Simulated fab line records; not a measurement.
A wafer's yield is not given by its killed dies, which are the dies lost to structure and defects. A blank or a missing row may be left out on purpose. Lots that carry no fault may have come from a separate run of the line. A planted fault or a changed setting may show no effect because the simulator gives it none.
A lot that was struck, set against a sound lot	flow nand-harc	14 out of 1159 route steps
Sound: these wafers, L294.1, L294.2, L294.6. The struck wafers were L306.2, L306.4, L306.6. The cause comes at the end.
Order at every step that has rows: each side's tool, ch and its chambers, its first start. Under that, the readings that differ: sound wafers	struck wafers	difference of the means	sigmas: that difference in standard deviations of wafers without a fault.
alike: a reading whose means differ by less than 2 such deviations, as well as words and numbers matching on both sides. not compared: withheld readings; readings where some wafer has no value; bounds like >300 that might hide an equal value; numbers whose values overlap and for which the record gives no deviation.
The two part at a step that has a row with sigmas, a row that says differs or no value, or rows on one side only. When numbers do not overlap yet have no deviation, they are printed without sigmas and do not part them. A reading missing from all wafers of one side parts the sides only when that side holds two or more wafers.

first, 7 steps without rows for these wafers: NHARC_A_SLIT_HMDS_02 (time 30 s); NHARC_A_SLIT_COAT_03 (resist thk 90 nm); NHARC_A_SLIT_SOFTBAKE_04 (time 55 s); NHARC_A_SLIT_EBR_05; NHARC_A_SLIT_EXPOSE_06 (exposes mask SLIT); NHARC_A_SLIT_PEB_07 (peb time 65 s); NHARC_A_SLIT_DEVELOP_08 (develop time 35 s).
NHARC_A_SLIT_CD_MEAS_09 targets a cd of 300 nm.
  sound on cd-sem-03 ch 0, day 16 01:46; struck on cd-sem-03 ch 0, day 19 01:24
  alike: cd-nm
NHARC_A_SLIT_OVL_MEAS_10:
  sound on overlay-01 at day 16 01:52; struck on overlay-02 at day 19 01:29
  alike: overlay-x-nm, overlay-y-nm
NHARC_A_SLIT_INSPECT_11:
  sound on defect-inspect-02 at day 16 01:54; struck on defect-inspect-01 at day 19 01:32
  alike: raw-defect-count
NHARC_A_SLIT_DESCUM_14: chemistry O2, time 3 s.
  sound on rie-diel-13 ch 0,1,3, day 16 01:58; struck on rie-diel-01 ch 2,3, day 19 01:36
  alike: drypump-motor-current-A, oes-product-au, rf-vpp-V, showerhead-plenum-p-Torr, throttle-valve-pct
  not compared: rf-hours-counter-h
NHARC_A_SLIT_ETCH_24: etches the open film in CF4/CHF3, target depth 121 nm, time 60.5 s.
  sound on rie-diel-13 ch 0,1,3, day 16 02:03; struck on rie-diel-01 ch 2,3, day 19 01:41
  alike: bias-w, drypump-motor-current-A, oes-product-au, rf-vpp-V, run-length-s, showerhead-plenum-p-Torr, throttle-valve-pct
  not compared: rf-hours-counter-h
NHARC_A_SLIT_ETCH_15: etches the open film in O2/COS, target depth 3200 nm, time 832 s.
  sound on rie-diel-13 ch 0,1,3, day 16 02:11; struck on rie-diel-01 ch 0,1,3, day 19 02:11
reading	sound	struck	difference	sigmas
bias-w (W)	300.3 299.7 300.6	- - -	no value on the struck wafers	
run-length-s (s)	852.9 852.3 853.3	675.3 675.0 675.3	-177.6	-99 or more
model.A_SLIT.cd-offset-nm (nm)	-0.5279 0.07449 -0.4161	-2.288 -2.049 -1.8	-1.756	
  alike: drypump-motor-current-A, oes-product-au, rf-vpp-V, showerhead-plenum-p-Torr, throttle-valve-pct
  not compared: rf-hours-counter-h
NHARC_A_SLIT_ETCH_17: etches the open film in C4F8/O2/Ar, time 1687.5 s, target depth 10100 nm.
  sound on har-etch-01 ch 0,1, day 16 02:43; struck on har-etch-01 ch 0,1, day 19 04:10
  alike: drypump-motor-current-A, run-length-s, showerhead-plenum-p-Torr, throttle-valve-pct
  not compared: rf-hours-counter-h

== WHERE THEY PART ==
Only at NHARC_A_SLIT_ETCH_15, as far as this record shows. Later steps at which nothing parts them and some readings are alike: NHARC_A_SLIT_ETCH_17.

WHY: the cause the simulator had injected
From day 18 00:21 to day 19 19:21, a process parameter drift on rie-diel-01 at NHARC_A_SLIT_ETCH_15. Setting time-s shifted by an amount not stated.
